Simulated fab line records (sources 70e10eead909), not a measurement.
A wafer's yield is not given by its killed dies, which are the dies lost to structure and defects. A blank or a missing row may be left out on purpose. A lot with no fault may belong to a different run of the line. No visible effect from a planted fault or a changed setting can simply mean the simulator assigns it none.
Chamber matching	flow nand-harc	NHARC_A_CHANNEL_FILL_D1_ETCHBACK_20 on rie-diel-04: 4 sister chambers
The step etches the open film in C4F8/O2/Ar, target depth 27 nm, time 13.5 s. 8 wafers are shown with their chamber, then 11 later ones without.

== EACH WAFER AND ITS CHAMBER ==
wafer	chamber	rf-vpp-V (V)	chamber-pressure-mTorr (mTorr)
L077.2	2	977	24.996
L079.5	0	968	25.014
L079.6	3	976	25.024
L082.2	3	977	24.980
L084.2	1	985	25.005
L084.5	2	976	24.987
L084.6	1	987	24.988
L085.3	0	969	24.992

== WAFERS WITH NO CHAMBER GIVEN ==
wafer	rf-vpp-V (V)	chamber-pressure-mTorr (mTorr)
L085.4	977	25.015
L085.5	976	24.997
L092.1	985	24.964
L092.3	976	25.047
L092.4	969	24.980
L095.1	976	24.981
L095.2	984	25.001
L095.5	976	24.988
L096.1	977	24.982
L096.4	970	25.023
L096.6	975	25.001

== CHAMBER TAKEN BY EACH ==
wafer	from the rows above	in truth
L085.4	can't be placed: 3 or 2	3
L085.5	can't be placed: 3 or 2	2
L092.1	1	1
L092.3	can't be placed: 3 or 2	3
L092.4	0	0
L095.1	can't be placed: 2 or 3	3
L095.2	1	1
L095.5	can't be placed: 2 or 3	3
L096.1	can't be placed: 2 or 3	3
L096.4	0	0
L096.6	can't be placed: 3 or 2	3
4 of 11 placed correctly. Unplaceable from these rows: 7, with the true chamber sitting among the candidates in 7. Number placed wrongly: 0.
How it was worked out, from the rows above alone: a wafer's distance from a chamber is the root of the sum, over the readings, of the square of ((its reading less the chamber's mean) divided by the reading's scatter). The wafer belongs to the nearest chamber; if the next one is less than 2 further off, it can't be placed. For every chamber, the mean is computed from those of its wafers that are shown. The scatter is the square root of a quotient: the sum, over the shown wafers, of each reading's squared deviation from its chamber's mean, divided by wafers minus chambers.
